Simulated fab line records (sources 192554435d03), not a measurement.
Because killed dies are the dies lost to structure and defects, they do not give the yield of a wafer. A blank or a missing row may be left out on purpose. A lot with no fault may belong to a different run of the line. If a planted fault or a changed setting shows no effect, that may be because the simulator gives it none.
What tool caused it? ; flow n5-finfet ; Sampling: 10 lots, 30 wafers, 4 of 1938 route steps

== WHAT EACH GAUGE READ, for each wafer ==
N5_BEOL_M11_CD_MEAS_35: the cd target is 70 nm. Usual: 69.9 nm for cd-nm, sd 0.52.
lot;measured;on;cd-nm (nm);flag
L230;day 12 06:43;cd-sem-01;70.1 69.7 70.0;
L234;day 13 15:26;cd-sem-02;71.2 70.1 69.8;
L232;day 13 15:06;cd-sem-01;69.7 69.8 69.8;
L239;day 14 11:35;cd-sem-03;69.5 68.9 70.2;
L243;day 15 19:43;cd-sem-01;69.9 69.5 69.0;
L245;day 16 12:55;cd-sem-02;70.3 70.1 69.8;
L249;day 17 02:35;cd-sem-03;70.0 69.6 69.4;
L252;day 18 06:10;cd-sem-02;69.8 69.9 69.9;
L251;day 18 14:05;cd-sem-03;70.2 69.7 69.9;
L253;day 18 21:28;cd-sem-03;70.6 69.9 69.9;

== TOOL THAT RAN EACH LOT (tool first, then ch and the chambers of the sampled wafers, then the start) ==
lot;N5_BEOL_M11_STRIP_67;N5_BEOL_M11_VIA_ETCH_34;N5_BEOL_M11_ETCH_41
L230;rie-diel-02 ch 2,3, day 12 04:52;rie-diel-03 ch 2,3, day 12 06:17;rie-diel-03 ch 2,3, day 12 06:43 or earlier
L234;rie-diel-05 ch 0,2, day 13 09:19;rie-diel-03 ch 1,2, day 13 14:59;rie-diel-03 ch 1,2, day 13 15:26 or earlier
L232;rie-diel-03 ch 0,1,3, day 13 09:28;rie-diel-02 ch 1,2,3, day 13 14:40;rie-diel-02 ch 1,2,3, day 13 15:06 or earlier
L239;rie-diel-02 ch 1,2,3, day 14 10:08;rie-diel-03 ch 2,3, day 14 11:08;rie-diel-03 ch 2,3, day 14 11:35 or earlier
L243;rie-diel-02 ch 2,3, day 15 16:49;rie-diel-05 ch 0,1,3, day 15 19:17;rie-diel-05 ch 0,1,3, day 15 19:43 or earlier
L245;rie-diel-03 ch 1,3, day 16 09:45;rie-diel-05 ch 0,1,3, day 16 12:29;rie-diel-05 ch 0,1,3, day 16 12:55 or earlier
L249;rie-diel-03 ch 1,3, day 16 23:57;rie-diel-05 ch 0,1, day 17 02:08;rie-diel-05 ch 0,1, day 17 02:35 or earlier
L252;rie-diel-05 ch 0,1,3, day 18 04:13;rie-diel-02 ch 1,2,3, day 18 05:43;rie-diel-02 ch 1,2,3, day 18 06:10 or earlier
L251;rie-diel-02 ch 1,2, day 18 12:22;rie-diel-03 ch 1,2,3, day 18 13:39;rie-diel-03 ch 1,2,3, day 18 14:05 or earlier
L253;rie-diel-02 ch 0,1,2, day 18 19:38;rie-diel-03 ch 0,3, day 18 21:01;rie-diel-03 ch 0,3, day 18 21:28 or earlier
- N5_BEOL_M11_STRIP_67: strips in CF4.
- N5_BEOL_M11_VIA_ETCH_34: etches SiCOH lowk in C4F6/O2, target depth 184.5 nm, time 69.2 s.
- N5_BEOL_M11_ETCH_41: etches SiCN in CH3F/O2, target depth 42.6 nm, time 86 s.

== WHAT THE TOOLS THEMSELVES READ (means of the sampled wafers that have a number; where no wafer has one, the mark that the record gives instead) ==
N5_BEOL_M11_STRIP_67. Usual: bias-power-w 75.02 W, standard deviation 0.21; drypump-motor-current-A 5.7 A, standard deviation 0.42; oes-product-au 0.77 a.u., standard deviation 0.078; rf-vpp-V 270.5 V, standard deviation 1.4; showerhead-plenum-p-Torr 1.77 Torr, standard deviation 0.055; throttle-valve-pct 13.66 %, standard deviation 0.2.
lot;tool;bias-power-w (W);drypump-motor-current-A (A);oes-product-au (a.u.);rf-vpp-V (V);showerhead-plenum-p-Torr (Torr);throttle-valve-pct (%);flag
L230;rie-diel-02;74.94;6.0;0.79;269.5;1.73;13.58;
L234;rie-diel-05;75.09;5.9;0.75;270.0;1.77;13.56;
L232;rie-diel-03;74.86;5.7;0.73;272.5;1.83;13.80;
L239;rie-diel-02;75.13;5.8;0.75;269.9;1.72;13.71;
L243;rie-diel-02;74.95;5.9;0.73;269.3;1.72;13.68;
L245;rie-diel-03;74.80;5.6;0.68;271.3;1.82;13.86;
L249;rie-diel-03;75.20;5.6;0.69;270.8;1.79;13.94;
L252;rie-diel-05;74.86;5.9;0.80;270.6;1.78;13.49;
L251;rie-diel-02;75.10;5.9;0.76;269.8;1.72;13.76;
L253;rie-diel-02;75.13;5.5;0.78;270.5;1.75;13.72;

N5_BEOL_M11_VIA_ETCH_34. Usual: drypump-motor-current-A 5.8 A, standard deviation 0.38; oes-product-au 0.78 a.u., standard deviation 0.089; rf-vpp-V 665 V, standard deviation 5.6; run-length-s 92.7 s, standard deviation 0.35; showerhead-plenum-p-Torr 2.82 Torr, standard deviation 0.086; throttle-valve-pct 20.97 %, standard deviation 0.23.
lot;tool;drypump-motor-current-A (A);oes-product-au (a.u.);rf-vpp-V (V);run-length-s (s);showerhead-plenum-p-Torr (Torr);throttle-valve-pct (%);flag
L230;rie-diel-03;5.6;0.68;667;92.8;2.80;21.10;
L234;rie-diel-03;5.7;0.69;661;94.5;2.79;21.27;OFF
L232;rie-diel-02;5.8;0.75;658;92.8;2.73;20.99;
L239;rie-diel-03;5.7;0.67;667;96.8;2.79;21.12;OFF
L243;rie-diel-05;5.9;0.84;667;92.6;2.83;20.83;
L245;rie-diel-05;5.8;0.83;668;92.7;2.83;20.84;
L249;rie-diel-05;5.6;0.89;665;92.2;2.82;20.56;
L252;rie-diel-02;5.9;0.73;657;92.6;2.71;21.05;
L251;rie-diel-03;5.6;0.76;668;93.1;2.93;21.12;
L253;rie-diel-03;5.6;0.70;668;93.0;2.94;21.12;

N5_BEOL_M11_ETCH_41. Usual: drypump-motor-current-A 5.8 A, standard deviation 0.38; oes-product-au 0.78 a.u., standard deviation 0.09; rf-vpp-V 296.9 V, standard deviation 1.6; run-length-s 109.5 s, standard deviation 0.37; showerhead-plenum-p-Torr 1.98 Torr, standard deviation 0.063; throttle-valve-pct 16.38 %, standard deviation 0.25.
lot;tool;drypump-motor-current-A (A);oes-product-au (a.u.);rf-vpp-V (V);run-length-s (s);showerhead-plenum-p-Torr (Torr);throttle-valve-pct (%);flag
L230;rie-diel-03;5.6;0.69;297.2;109.7;1.96;16.53;
L234;rie-diel-03;5.7;0.69;295.3;109.7;1.96;16.69;
L232;rie-diel-02;5.9;0.75;295.1;109.9;1.91;16.42;
L239;rie-diel-03;5.6;0.67;295.8;109.8;1.96;16.58;
L243;rie-diel-05;5.8;0.84;296.8;109.4;1.99;16.23;
L245;rie-diel-05;5.8;0.83;296.1;109.0;1.99;16.23;
L249;rie-diel-05;5.6;0.89;297.7;108.9;1.98;15.95;
L252;rie-diel-02;5.9;0.72;295.7;109.6;1.90;16.49;
L251;rie-diel-03;5.6;0.76;298.7;109.8;2.06;16.50;
L253;rie-diel-03;5.6;0.69;298.2;110.0;2.06;16.56;

== THE ANSWER, worked out from the rows above alone ==
Rule: lot off if the mean of its wafers having a number is beyond 3 standard deviations from the usual mean. A lot without any number at a reading at which 4 lots or more have one is off too. Where the step has rows for the other lots, those lots are counted as sound. First the gauges in route order, then the tools' own readings, where a lot's mean is used as printed above. The first step at which some lot is off is used, and at that step the reading that is off furthest; a lot without a number counts as furthest.
Off at N5_BEOL_M11_VIA_ETCH_34 (run-length-s): L234, L239.
If a tool, at that step or one of the process steps before it, ran each lot that is off and ran no sound lot following the first of them, it fits. Of those tried, none fits.

== WHAT HAD BEEN PUT IN BY THE SIMULATOR ==
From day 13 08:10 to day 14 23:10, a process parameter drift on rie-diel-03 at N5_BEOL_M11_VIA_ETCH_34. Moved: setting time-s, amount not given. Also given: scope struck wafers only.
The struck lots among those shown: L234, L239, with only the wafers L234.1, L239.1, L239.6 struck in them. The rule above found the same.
